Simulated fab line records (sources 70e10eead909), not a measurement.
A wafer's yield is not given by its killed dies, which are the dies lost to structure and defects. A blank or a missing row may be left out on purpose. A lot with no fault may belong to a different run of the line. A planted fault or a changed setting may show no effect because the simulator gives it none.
Matching of chambers | flow nand harc | cmp-02 running NHARC_A_CONTACT_CMP_20: 4 sister chambers
The step polishes, t overpolish 30 s, target thk 300 nm. 8 wafers are shown with their chamber, then 8 later ones without.

## WAFERS WITH THEIR CHAMBER
wafer  | chamber | motor current A (A) | overpolish run s (s)
L079.6 | 0       | 12.5                | 29.992
L082.5 | 2       | 10.5                | 29.999
L084.4 | 2       | 11.0                | 30.008
L084.6 | 1       | 9.7                 | 29.991
L088.2 | 1       | 9.1                 | 30.004
L088.3 | 3       | 13.3                | 30.009
L088.5 | 3       | 12.9                | 29.988
L087.2 | 0       | 11.8                | 29.989

## WAFERS WHOSE CHAMBER IS MISSING
wafer  | motor current A (A) | overpolish run s (s)
L087.5 | 11.0                | 30.004
L087.6 | 9.6                 | 30.003
L090.1 | 12.4                | 30.000
L090.2 | 13.4                | 30.005
L090.3 | 9.0                 | 29.992
L097.2 | 13.6                | 30.007
L097.4 | 9.0                 | 30.011
L097.6 | 12.0                | 30.015

## CHAMBER TAKEN BY EACH
wafer  | from the rows above          | in truth
L087.5 | 2                            | 2
L087.6 | 1                            | 1
L090.1 | can't be placed: 0 or 3      | 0
L090.2 | 3                            | 3
L090.3 | 1                            | 1
L097.2 | 3                            | 3
L097.4 | 1                            | 1
L097.6 | can't be placed: 0 or 3 or 2 | 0
Placed correctly: 6 of 8. Not placeable from these rows: 2 (in 2, the candidates include the true chamber). Wrongly placed: 0.
How it was worked out, from the rows above alone: a wafer's distance from a chamber is the root of the sum, over the readings, of the square of ((its reading less the chamber's mean) divided by the reading's scatter). The wafer belongs to the nearest chamber; if the next one is less than 2 further off, it can't be placed. The mean given for a chamber averages the wafers shown for that chamber. The scatter: take each reading less its chamber's mean, square it, sum over the shown wafers, divide by the number of wafers less the number of chambers, and take the root.
